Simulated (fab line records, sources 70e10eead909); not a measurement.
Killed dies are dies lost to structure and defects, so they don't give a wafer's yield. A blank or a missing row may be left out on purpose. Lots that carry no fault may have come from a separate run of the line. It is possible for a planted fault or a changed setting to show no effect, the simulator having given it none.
fab line records	flow nand_harc
record: lots: 6	wafers: 18	last_day: 30
route steps=1302 shown A_BLC@1121 END@1302
lots that met no fault: from a run of the same line without faults
start_h: the number of hours between the record's first day and the start of the first shown wafer of the lot	wait_h: hours elapsed since this lot's preceding step	" as in the row above	L1.1+2: a row that stands for several wafers	- no value, or no start was given	* or withheld: withheld	< > ~ a bound
route shown NAME@n: a module of which the file shows steps, and the number in the route of the first	usual: the fault-free wafers' mean and standard deviation	same: alike in all rows	chamber/n: place in a boat	sites: readings site by site	_std_site: standard deviation of those values	_edge_site: inner sites' mean taken away from outer sites' mean	radius_mm: for every site, how far away it sits from the centre of the wafer	mask NAME#n: copy n	behind: the last tool/chamber to shape the wafer	hold: reason for holding the lot/hours on hold/outcome of the hold	device: the n, p or np transistor that did not switch	end of line: the tests these same wafers got at the end of their route	for a step that has no rows: nothing shown but its recipe	killed: not the wafer's yield, but the dies lost to structure and defects at the first sort	map: a wafer's dies, x killed, . not, _ none there
set.NAME: setting as actually run; set.NAME@STEP: the setting as run at that earlier step	model.NAME: the simulator's own value behind a step, which no gauge read
lots seen at some steps along the route; tables by step, rows by wafer
services: the hour from which a tool's chamber was out of use, counted from the record's first day as start_h (under 0 if before that day), plus the number of hours and why
== steps ==
step: NHARC_A_BLC_ETCH_16
recipe: target_depth_a: 390	over_etch_frac: 0.3	time_s: 65	ion_energy_ev: 80	cf4_flow_sccm: 150	ar_flow_sccm: 0	rf_w: 300	bias_w: 100	chemistry: CF4
usual: chamber_pressure_mTorr: 50.00/0.041	drypump_motor_current_A: 5.9/0.41	mfc_ar_sccm: 0.004/0.0063	oes_product_au: 0.993/0.01	rf_vpp_V: 151.8/1.1	showerhead_plenum_p_Torr: 1.81/0.057	throttle_valve_pct: 13.284/0.0088
lot.wafer	tool	chamber	start_h	wait_h	chamber_pressure_mTorr	drypump_motor_current_A	mfc_ar_sccm	oes_product_au	rf_hours_counter_h	rf_vpp_V	showerhead_plenum_p_Torr	throttle_valve_pct
L655.2	rie_diel-12	1	503.05	0.1	49.99	5.5	0	0.996	3	151.8	1.85	13.293
L655.1	"	2	"	"	50.01	5.7	0	0.995	2	151.0	1.86	13.291
L655.4	"	0	"	"	50.06	5.6	0	0.995	3	150.8	1.74	13.279
L660.4	rie_diel-09	1	552.84	0.1	50.01	6.2	0	0.963	7	150.9	1.84	13.279
L660.2	"	3	"	"	50.03	6.8	0.017	1.006	6	151.3	1.75	13.279
L660.6	"	2	"	"	50.01	5.8	0	0.986	-	152.5	1.87	13.292
L659.1	rie_diel-08	0	553.19	0.1	49.96	5.0	0	1.007	6	151.7	1.79	13.291
L659.4	"	2	"	"	50.00	6.1	0	1.006	11	150.6	1.67	13.275
L659.5	"	3	"	"	49.97	5.8	0	1.009	-	150.5	1.69	13.299
L662.1	rie_diel-12	3	584.20	0.1	49.99	5.9	0	0.989	8	151.6	1.85	13.280
L662.5	"	1	"	"	49.96	5.5	0	0.994	-	152.3	1.85	13.284
L662.6	"	2	"	"	49.99	5.7	0	0.979	-	151.7	1.86	13.267
L665.2	rie_diel-09	1	602.74	0.1	49.98	6.2	0	0.968	11	151.7	1.84	13.285
L665.4	"	2	"	"	49.96	5.8	0	0.966	10	153.6	1.87	13.291
L665.5	"	0	"	"	49.97	6.1	0.011	0.993	-	150.6	1.79	13.279
L671.3	rie_diel-12	3	670.20	0.1	50.00	5.9	0	1.003	5	151.7	1.84	13.283
L671.2	"	1	"	"	49.99	5.5	0	0.998	4	151.5	1.85	13.282
L671.4	"	2	"	"	50.03	5.8	0	0.988	4	151.1	1.86	13.303
step: NHARC_A_BLC_ETCH_17
recipe: target_depth_a: 3900	over_etch_frac: 0.25	time_s: 609.38	ion_energy_ev: 200	n2_flow_sccm: 150	h2_flow_sccm: 150	ar_flow_sccm: 0	rf_w: 400	bias_w: 150	chemistry: N2/H2
usual: chamber_pressure_mTorr: 30.000/0.027	drypump_motor_current_A: 5.9/0.4	mfc_ar_sccm: 0.004/0.0063	oes_product_au: 0.994/0.0094	rf_vpp_V: 432.0/2.2	showerhead_plenum_p_Torr: 2.09/0.071	throttle_valve_pct: 14.171/0.0088
lot.wafer	tool	chamber	start_h	wait_h	chamber_pressure_mTorr	drypump_motor_current_A	mfc_ar_sccm	oes_product_au	rf_hours_counter_h	rf_vpp_V	showerhead_plenum_p_Torr	throttle_valve_pct
L655.4	rie_diel-12	2	-	-	29.989	5.7	0	1.000	3	433.1	2.16	14.190
L655.2	"	3	"	"	30.018	5.9	0	0.996	3	433.0	2.14	14.170
L655.1	"	0	"	"	29.997	5.6	0	0.990	3	430.5	2.00	14.175
L660.4	rie_diel-09	0	-	-	29.970	6.1	0.011	0.996	7	431.4	2.07	14.169
L660.2	"	2	"	"	30.029	5.8	0	0.990	6	434.6	2.17	14.169
L660.6	"	1	"	"	29.998	6.1	0	0.974	-	433.8	2.13	14.156
L659.1	rie_diel-08	0	-	-	29.993	5.0	0	0.998	6	430.9	2.06	14.168
L659.4	"	1	"	"	29.977	5.6	0.002	0.998	12	429.1	1.96	14.166
L659.5	"	1	"	"	30.009	5.6	0.002	1.014	-	428.5	1.96	14.176
L662.1	rie_diel-12	0	-	-	29.998	5.6	0	0.995	9	430.5	2.00	14.183
L662.6	"	0	"	"	30.000	5.6	0	0.998	-	427.5	2.00	14.171
L662.5	"	1	"	"	29.887	5.5	0	0.990	-	433.7	2.14	14.167
L665.4	rie_diel-09	3	-	-	30.008	6.8	0.017	1.001	10	428.3	2.02	14.185
L665.2	"	0	"	"	29.994	6.0	0.011	1.008	11	432.2	2.07	14.171
L665.5	"	2	"	"	30.008	5.7	0	0.987	-	434.7	2.17	14.174
L671.2	rie_diel-12	3	-	-	30.020	5.9	0	1.003	5	433.9	2.14	14.165
L671.4	"	0	"	"	30.022	5.6	0	1.006	5	429.4	2.00	14.158
L671.3	"	1	"	"	29.976	5.5	0	1.005	4	433.3	2.14	14.157
step: NHARC_A_BLC_ETCH_18
recipe: target_depth_a: 9100	c4f8_flow_sccm: 20	o2_flow_sccm: 10	ar_flow_sccm: withheld	rf_w: 600	bias_w: 1500	chemistry: C4F8/O2/Ar
usual: chamber_pressure_mTorr: 25.001/0.025	oes_product_au: 0.951/0.022	rf_vpp_V: 981/4.4
lot.wafer	tool	chamber	start_h	wait_h	chamber_pressure_mTorr	oes_product_au	rf_hours_counter_h	rf_vpp_V
L655.2	rie_diel-12	3	-	-	25.009	0.915	3	985
L655.4	"	0	"	"	25.014	0.917	3	974
L655.1	"	1	"	"	25.008	0.914	3	984
L660.4	rie_diel-09	2	-	-	24.991	0.948	6	986
L660.2	"	3	"	"	24.957	0.969	6	978
L660.6	"	3	"	"	24.989	0.967	-	977
L659.1	rie_diel-08	2	-	-	25.037	0.963	11	970
L659.4	"	0	"	"	25.026	0.984	6	979
L659.5	"	2	"	"	25.017	0.964	-	970
L662.1	rie_diel-12	3	-	-	25.001	0.912	8	984
L662.6	"	2	"	"	24.999	0.914	-	985
L662.5	"	3	"	"	25.012	0.927	-	984
L665.2	rie_diel-09	0	-	-	25.000	0.959	11	978
L665.4	"	3	"	"	24.990	0.982	10	977
L665.5	"	0	"	"	24.972	0.958	-	980
L671.4	rie_diel-12	2	-	-	24.983	0.963	5	985
L671.2	"	3	"	"	25.024	0.960	5	984
L671.3	"	0	"	"	25.016	0.979	5	976
step: NHARC_A_BLC_CD_MEAS_19
usual: cd_nm: 99.4/1.8
lot.wafer	tool	chamber	start_h	wait_h	cd_nm
L655.1	cd_sem-02	-	504.29	-	104.3
L655.2	"	-	"	"	98.3
L655.4	"	-	"	"	99.8
L660.2	cd_sem-01	-	553.72	-	101.0
L660.4	"	-	"	"	98.3
L660.6	"	-	"	"	98.8
L659.1	cd_sem-01	-	554.07	-	102.8
L659.4	"	-	"	"	97.0
L659.5	"	-	"	"	98.3
L662.1	cd_sem-03	-	585.07	-	100.8
L662.5	"	-	"	"	98.7
L662.6	"	-	"	"	103.1
L665.2	cd_sem-01	-	603.61	-	97.7
L665.4	"	-	"	"	99.2
L665.5	"	-	"	"	103.3
L671.2	cd_sem-02	-	671.09	-	99.3
L671.3	"	-	"	"	99.2
L671.4	"	-	"	"	100.4
step: NHARC_A_BLC_STRIP_29
recipe: cf4_flow_sccm: 150	ar_flow_sccm: 0	bias_w: 0	chemistry: CF4
step: NHARC_A_BLC_STRIP_21
recipe: o2_flow_sccm: 500	ar_flow_sccm: 0	bias_w: 0	chemistry: O2
step: NHARC_A_BLC_STRIP_22
recipe: time_s: 600	temp_c: 30	chemistry: post_etch_residue_remover
step: NHARC_A_BLC_DEGAS_30
recipe: temp_c: 300	time_s: 60
step: NHARC_A_BLC_PRE_CLEAN_31
recipe: time_s: 15	bias_v: 250	gas: Ar
step: NHARC_A_BLC_PVD_32
recipe: target_thk_a: 50	chamber_pressure_pa: 5	power_w: 5000	substrate_temp_c: 200	time_s: 17.7	material: Ti
usual: cathode_dc_power_W: 5000.0/0.87	throttle_valve_pct: 30.5/0.99
lot.wafer	tool	chamber	start_h	wait_h	cathode_dc_power_W	throttle_valve_pct
L655.4	pvd_sputter-02	-	-	-	5001.2	29.3
L655.2	"	-	"	"	5000.3	29.4
L655.1	"	-	"	"	5000.6	29.5
L660.4	pvd_sputter-01	-	-	-	4999.7	31.3
L660.2	"	-	"	"	4998.1	30.4
L660.6	"	-	"	"	5000.7	31.1
L659.4	pvd_sputter-03	-	-	-	4998.4	29.1
L659.1	"	-	"	"	4999.9	31.8
L659.5	"	-	"	"	5000.6	29.1
L662.1	pvd_sputter-01	-	-	-	4999.9	30.0
L662.6	"	-	"	"	5000.2	32.7
L662.5	"	-	"	"	5000.4	30.0
L665.2	pvd_sputter-01	-	-	-	5000.1	30.0
L665.4	"	-	"	"	5000.3	30.3
L665.5	"	-	"	"	5001.4	33.1
L671.3	pvd_sputter-02	-	-	-	4999.6	29.7
L671.4	"	-	"	"	5000.1	31.1
L671.2	"	-	"	"	4999.6	30.3
step: NHARC_A_BLC_ALD_23
recipe: target_thk_a: 30	pulse_time_s: 1	ald_cycles: 150	temp_c: 450	material: TiN
step: NHARC_A_BLC_CVD_24
recipe: target_thk_a: 1500	temp_c: 300	pressure_torr: 40	wf6_flow_sccm: 40	h2_flow_sccm: 1600	ar_flow_sccm: 1560	time_s: 434	material: W
usual: heater_power_w: 439/14	mfc_ar_sccm: 1560/4.7	mfc_h2_sccm: 1600/4.7	throttle_valve_pct: 7.89/0.26
lot.wafer	tool	chamber	start_h	wait_h	heater_power_w	mfc_ar_sccm	mfc_h2_sccm	throttle_valve_pct
L655.1	cvd_w-02	0	-	-	424	1561	1590	8.59
L655.2	"	1	"	"	427	1568	1599	7.95
L655.4	"	1	"	"	434	1555	1601	8.29
L660.2	cvd_w-02	0	-	-	420	1558	1598	8.12
L660.4	"	1	"	"	427	1566	1603	7.98
L660.6	"	0	"	"	421	1554	1604	8.26
L659.1	cvd_w-01	1	-	-	460	1566	1600	7.49
L659.4	"	0	"	"	445	1568	1595	7.84
L659.5	"	0	"	"	447	1563	1604	7.96
L662.1	cvd_w-01	0	-	-	444	1564	1595	7.75
L662.6	"	0	"	"	428	1560	1598	7.65
L662.5	"	1	"	"	466	1563	1605	7.56
L665.2	cvd_w-02	0	-	-	429	1554	1596	8.21
L665.4	"	1	"	"	430	1558	1602	8.50
L665.5	"	1	"	"	436	1557	1599	8.02
L671.2	cvd_w-01	1	-	-	460	1560	1595	7.73
L671.3	"	0	"	"	443	1563	1597	7.80
L671.4	"	1	"	"	456	1563	1596	7.58
step: NHARC_A_BLC_CMP_25
recipe: t_overpolish_s: 30	target_thk_nm: 150
usual: edge_zone_pressure_frac: 1.000/0.0047	motor_current_A: 11.9/1.4	overpolish_run_s: 30.000/0.009	retaining_ring_pressure_frac: 1.000/0.0053	time_to_endpoint_s: 30/3
lot.wafer	tool	chamber	start_h	wait_h	edge_zone_pressure_frac	motor_current_A	overpolish_run_s	retaining_ring_pressure_frac	time_to_endpoint_s
L655.1	cmp-01	3	505.86	0.5	1.002	13.5	30.004	0.999	36
L655.2	"	0	"	"	0.999	12.0	30.011	0.997	32
L655.4	"	2	"	"	1.005	10.8	30.007	0.998	32
L660.4	cmp-04	0	555.32	0.3	1.012	10.7	30.001	0.998	33
L660.2	"	3	"	"	1.001	14.4	29.985	1.006	27
L660.6	"	0	"	"	1.008	11.0	29.990	1.001	32
L659.4	cmp-04	1	555.66	0.3	0.992	12.0	29.987	1.002	15
L659.1	"	0	"	"	1.010	11.3	29.984	1.004	29
L659.5	"	2	"	"	0.994	10.5	30.001	1.011	31
L662.1	cmp-04	2	586.66	0.5	0.992	10.1	29.988	0.998	33
L662.5	"	2	"	"	1.002	10.4	30.005	0.992	32
L662.6	"	3	"	"	0.999	14.1	30.005	1.012	16
L665.4	cmp-02	3	605.23	0.2	0.994	11.3	29.997	0.993	31
L665.2	"	2	"	"	1.000	11.1	30.015	1.000	30
L665.5	"	0	"	"	0.987	12.9	29.995	0.997	28
L671.3	cmp-01	1	672.66	0.3	0.999	11.5	29.989	1.004	30
L671.4	"	2	"	"	1.002	10.7	30.002	1.014	32
L671.2	"	0	"	"	0.995	11.0	30.004	1.001	34
step: NHARC_END_SORT_01
recipe: temp_c: 25
usual: killed_at_array: 62/18	killed_at_other: 0.9/1.2	killed_at_periphery: 4.2/2.9	killed_dies: 67/17	killed_open: 3.6/1.9	killed_short: 2.5/1.6
same: gross_dies: 677
lot.wafer	tool	chamber	start_h	wait_h	killed_at_array	killed_at_other	killed_at_periphery	killed_dies	killed_open	killed_short
L671.2	prober-01	0	710.72	2.8	83	2	6	91	6	3
L671.3	prober-01	0	711.51	3.1	68	0	2	70	0	4
L671.4	prober-01	0	712.29	3.3	69	2	2	73	2	0
killed by level:class
L671.2 A_CHANNEL_HOLE_D1:chamber_film_flake=36 A_CHANNEL_HOLE_D2:chamber_film_flake=24 A_BONDPAD:chamber_film_flake=7 A_SLIT:chamber_film_flake=4 A_CONTACT:chamber_film_flake=3 P_ZERO_WELL:chamber_film_flake=2 P_GATE:chamber_film_flake=2 THIN_TSV:chamber_film_flake=2
L671.3 A_CHANNEL_HOLE_D1:chamber_film_flake=23 A_CHANNEL_HOLE_D2:chamber_film_flake=23 A_CONTACT:chamber_film_flake=6 A_BONDPAD:chamber_film_flake=4 A_CHANNEL_FILL_D2:chamber_film_flake=3 A_STAIRCASE:chamber_film_flake=3 P_ZERO_WELL:chamber_film_flake=2 A_SLIT:chamber_film_flake=2
L671.4 A_CHANNEL_HOLE_D1:chamber_film_flake=28 A_CHANNEL_HOLE_D2:chamber_film_flake=27 A_BONDPAD:chamber_film_flake=5 A_CONTACT:chamber_film_flake=4 THIN_TSV:chamber_film_flake=2 A_STAIRCASE:chamber_film_flake=2 A_SLIT:chamber_film_flake=2 P_GATE:geometric_particle:open=1
== services ==
tool	chamber	start_h	hours	kind
cmp-04	-	480.75	4.0	pm
rie_diel-12	2	489.00	7.9	repair
pvd_sputter-01	-	502.33	0.5	repair
pvd_sputter-01	-	503.74	2.1	repair
rie_diel-08	-	521.13	9.0	pm
rie_diel-09	2	521.95	9.6	repair
cvd_w-01	-	523.00	13.0	pm
cmp-04	-	527.42	3.5	repair
rie_diel-08	0	531.37	11.6	repair
rie_diel-08	2	535.16	2.0	repair
pvd_sputter-01	-	558.46	10.0	pm
cmp-04	-	569.06	1.5	repair
cmp-04	-	578.75	4.0	pm
pvd_sputter-01	-	580.10	1.5	repair
rie_diel-12	-	598.40	9.0	pm
cvd_w-02	1	598.43	4.4	repair
rie_diel-09	3	606.88	3.6	repair
cvd_w-02	-	607.00	13.0	pm
cvd_w-01	1	610.17	2.7	repair
pvd_sputter-01	-	620.69	11.8	repair
rie_diel-09	2	637.68	11.5	repair
cvd_w-02	0	643.48	18.5	repair
cmp-04	-	650.06	0.6	repair
rie_diel-09	-	650.18	9.0	pm
== key ==
first_sign: step: NHARC_A_BLC_CMP_25	reading: time_to_endpoint_s	direction: down	sigmas: 4.7	usual: *	struck: *
effect none on later readings
met_at NHARC_A_BLC_CMP_25
struck_wafers L659.4,L662.6
tester_left_out L659,L662
onset_between 555.32 555.66
fault: kind: process_parameter_drift	tool: cmp-04	chamber: -	onset_h: 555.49	steps: NHARC_A_BLC_CMP_25	channel: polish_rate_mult	offset: 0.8	shape: step	end_h: 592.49	scope: struck_wafers_only
tester_left_out: of these lots the tester's yield and bins aren't shown, on N5 and GAA mostly nor the transistor test; their killed dies are dies lost to structure and defects alone, not to doping, threshold or leakage, so they don't give the yield
